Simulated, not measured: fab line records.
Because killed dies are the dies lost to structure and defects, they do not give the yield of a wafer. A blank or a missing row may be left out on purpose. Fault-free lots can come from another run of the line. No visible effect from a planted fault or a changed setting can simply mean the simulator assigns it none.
Which tool was responsible?	flow n5-finfet	12 lots with 31 wafers sampled at 5 steps, on a route of 1938 steps

== WHAT THE GAUGES SHOWED, per wafer ==
N5_BEOL_M14_INSPECT_55: inspects for defects (darkfield).
lot	measured	on	raw-defect-count
L269	day 12 04:29	defect-inspect-01	42 38
L270	day 12 07:34	defect-inspect-01	72 68
L274	day 12 16:26	defect-inspect-02	69 60
L272	day 12 16:36	defect-inspect-02	45 79
L273	day 12 20:27	defect-inspect-02	42 40
L275	day 13 10:57	defect-inspect-01	51 54 84
L276	day 13 13:03	defect-inspect-02	63 55 104
L278	day 14 05:38	defect-inspect-02	44 54 52
L283	day 14 18:37	defect-inspect-01	76 55 45
L279	day 15 00:41	defect-inspect-01	63 83 63
L288	day 17 01:35	defect-inspect-02	43 57 47
L292	day 17 22:55	defect-inspect-01	56 40 46

== WHAT TOOL EACH LOT RAN ON (gives the tool, then ch and the chambers of the sampled wafers, and finally the start) ==
lot	N5_BEOL_M14_DESCUM_33	N5_BEOL_M14_SPUTTER_43	N5_BEOL_M14_ECD_47	N5_BEOL_M14_CMP_49
L269	rie-diel-05 ch 0, day 12 00:34	pvd-sputter-02, day 12 02:49	ecd-cu-01 ch 0, day 12 03:05	cmp-01 ch 0,2, day 12 04:10
L270	rie-diel-06 ch 2,3, day 12 04:20	pvd-sputter-02, day 12 06:02	ecd-cu-01 ch 1, day 12 06:19	cmp-02 ch 2, day 12 07:07
L274	rie-diel-06 ch 1,3, day 12 12:17	pvd-sputter-01, day 12 15:01	ecd-cu-02 ch 1, day 12 15:30	cmp-01 ch 0,3, day 12 15:59
L272	rie-diel-05 ch 2,3, day 12 13:56	pvd-sputter-03, day 12 15:06	ecd-cu-02 ch 1, day 12 15:40	cmp-02 ch 1,2, day 12 16:09
L273	rie-diel-06 ch 1,3, day 12 17:37	pvd-sputter-03, day 12 18:56	ecd-cu-02 ch 0,1, day 12 19:13	cmp-03 ch 0,1, day 12 19:58
L275	rie-diel-05 ch 0,1,2, day 13 08:25	pvd-sputter-01, day 13 09:41	ecd-cu-02 ch 0,1, day 13 10:02	cmp-02 ch 0,2,3, day 13 10:28
L276	rie-diel-05 ch 0,1, day 13 09:49	pvd-sputter-03, day 13 11:50	ecd-cu-01 ch 0,1, day 13 12:07	cmp-02 ch 1,2, day 13 12:37
L278	rie-diel-04 ch 0,2,3, day 13 23:44	pvd-sputter-02, day 14 03:36	ecd-cu-02 ch 0,1, day 14 03:52	cmp-03 ch 0,2,3, day 14 05:13
L283	rie-diel-04 ch 0,2, day 14 16:10	pvd-sputter-01, day 14 17:23	ecd-cu-01 ch 0,1, day 14 17:40	cmp-01 ch 0,1, day 14 18:10
L279	rie-diel-05 ch 0,1,3, day 14 17:45	pvd-sputter-01, day 14 23:28	ecd-cu-02 ch 0,1, day 14 23:45	cmp-03 ch 0,2,3, day 15 00:16
L288	rie-diel-06 ch 0,3, day 16 16:50	pvd-sputter-01, day 17 00:21	ecd-cu-02 ch 0,1, day 17 00:42	cmp-01 ch 0,2,3, day 17 01:08
L292	rie-diel-05 ch 1,2,3, day 17 19:50	pvd-sputter-02, day 17 21:16	ecd-cu-01 ch 0,1, day 17 21:32	cmp-03 ch 1,2,3, day 17 22:28
- N5_BEOL_M14_DESCUM_33: chemistry O2, time 7.9 s.
- N5_BEOL_M14_SPUTTER_43: material TaN, target thk 15 nm, time 24.19 s.
- N5_BEOL_M14_ECD_47: material Cu, target thk 1248 nm.
- N5_BEOL_M14_CMP_49: polishes, stops on SiO2, t overpolish 5.2 s, target thk 560 nm.

== WHAT THE TOOLS THEMSELVES READ (means of the sampled wafers that have a number; where no wafer has one, the mark that the record gives instead) ==
N5_BEOL_M14_DESCUM_33.
lot	tool	drypump-motor-current-A (A)	oes-product-au (a.u.)	rf-vpp-V (V)	showerhead-plenum-p-Torr (Torr)	temp-c (C)	throttle-valve-pct (%)
L269	rie-diel-05	6.2	0.84	245.4	2.22	40.04	20.1
L270	rie-diel-06	5.5	0.81	242.8	2.08	39.84	20.1
L274	rie-diel-06	5.8	0.77	245.8	2.17	39.89	20.3
L272	rie-diel-05	5.6	0.74	242.6	2.08	39.94	20.1
L273	rie-diel-06	5.8	0.77	244.8	2.17	40.02	20.2
L275	rie-diel-05	5.8	0.77	244.0	2.14	40.06	20.5
L276	rie-diel-05	6.1	0.78	244.7	2.20	40.05	20.5
L278	rie-diel-04	5.9	0.78	243.0	2.13	40.05	20.6
L283	rie-diel-04	5.9	0.78	243.9	2.15	40.01	20.7
L279	rie-diel-05	5.9	0.81	243.9	2.18	39.97	20.4
L288	rie-diel-06	5.4	0.78	244.0	2.14	39.97	20.4
L292	rie-diel-05	5.7	0.78	242.4	2.10	39.96	20.4

N5_BEOL_M14_SPUTTER_43.
lot	tool	throttle-valve-pct (%)
L269	pvd-sputter-02	29.5
L270	pvd-sputter-02	29.2
L274	pvd-sputter-01	29.1
L272	pvd-sputter-03	29.4
L273	pvd-sputter-03	29.1
L275	pvd-sputter-01	29.1
L276	pvd-sputter-03	29.8
L278	pvd-sputter-02	29.2
L283	pvd-sputter-01	29.9
L279	pvd-sputter-01	30.4
L288	pvd-sputter-01	28.8
L292	pvd-sputter-02	28.9

N5_BEOL_M14_CMP_49.
lot	tool	motor-current-A (A)	pad-life-wafers	time-to-endpoint-s (s)
L269	cmp-01	8.1	153	116
L270	cmp-02	7.7	114	127
L274	cmp-01	8.0	212	117
L272	cmp-02	8.2	186	122
L273	cmp-03	8.7	1134	118
L275	cmp-02	8.0	356	129
L276	cmp-02	8.0	384	122
L278	cmp-03	7.7	1370	121
L283	cmp-01	7.5	596	106
L279	cmp-03	7.7	1532	116
L288	cmp-01	7.8	1009	119
L292	cmp-03	8.6	2126	122

== THE ANSWER, worked out from the rows above alone ==
Rule: usual is defined by the lots themselves. Put in order of their means at a reading, lots are off if they are a third of the lots or fewer, leave a main group of 4 or more, and stand apart from it by a gap of 3 or more times the standard deviation of the main group's means; of several such gaps the widest counts. If all means in a main group match to the digits the tables above print for the reading, that group is not used. A lot without any number at a reading at which 4 lots or more have one is off too. Where the step has rows for the other lots, those lots are counted as sound. After the gauges, taken in route order, come the tools' own readings; for these a lot's mean is taken, as printed above. At the first step where some lot is off, the reading lying furthest off is the one used; lots without a number count as furthest.
Across all readings shown, no lot is off: no conclusion can be drawn from this.

== WHAT HAD BEEN PUT IN BY THE SIMULATOR ==
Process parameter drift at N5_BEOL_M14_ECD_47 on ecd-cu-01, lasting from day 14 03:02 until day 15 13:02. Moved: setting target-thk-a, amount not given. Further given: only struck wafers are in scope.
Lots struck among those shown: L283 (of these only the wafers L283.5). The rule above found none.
